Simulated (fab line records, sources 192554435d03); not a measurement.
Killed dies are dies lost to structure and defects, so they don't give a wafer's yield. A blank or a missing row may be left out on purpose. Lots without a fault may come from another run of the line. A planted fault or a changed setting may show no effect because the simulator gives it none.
Chamber matching | flow n5_finfet | N5_BEOL_M5_DEP_56 on pecvd-02: 3 sister chambers
The step deposits SiCN from 3MS/NH3, target thk 8 nm, time 14 s. 3 wafers are shown with their chamber, then 12 later ones without.

WAFERS WITH THEIR CHAMBER
wafer  | chamber | rf_fwd_power_W (W)
L088.4 | 1       | 200.5
L090.5 | 0       | 199.2
L090.6 | 2       | 198.5

WAFERS WITHOUT THEIR CHAMBER
wafer  | rf_fwd_power_W (W)
L093.2 | 200.7
L093.3 | 197.8
L093.4 | 200.6
L095.1 | 199.8
L095.3 | 199.6
L095.6 | 199.9
L096.2 | 200.3
L096.4 | 200.2
L096.6 | 196.8
L097.1 | 197.0
L097.2 | 199.0
L097.5 | 198.9

WHICH CHAMBER EACH WENT THROUGH
wafer  | from the rows above          | in truth
L093.2 | can't be placed: 1 or 0      | 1
L093.3 | can't be placed: 2 or 0      | 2
L093.4 | can't be placed: 1 or 0      | 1
L095.1 | can't be placed: 0 or 1 or 2 | 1
L095.3 | can't be placed: 0 or 1 or 2 | 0
L095.6 | can't be placed: 1 or 0 or 2 | 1
L096.2 | can't be placed: 1 or 0      | 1
L096.4 | can't be placed: 1 or 0 or 2 | 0
L096.6 | can't be placed: 2 or 0      | 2
L097.1 | can't be placed: 2 or 0      | 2
L097.2 | can't be placed: 0 or 2 or 1 | 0
L097.5 | can't be placed: 0 or 2 or 1 | 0
Placed correctly: 0 of 12. Can't be placed from these rows: 12 (the true chamber is among the candidates in 12). Placed wrongly: 0.
How it was worked out, from the rows above alone: a wafer's distance from a chamber is the root of the sum, over the readings, of the square of ((its reading less the chamber's mean) divided by the reading's scatter). The wafer belongs to the nearest chamber; if the next one is less than 2 further off, it can't be placed. A chamber's mean is the mean of its shown wafers. The scatter: with one shown wafer a chamber, the root of the mean of the squares of how far each hidden wafer lies from its nearest shown one.
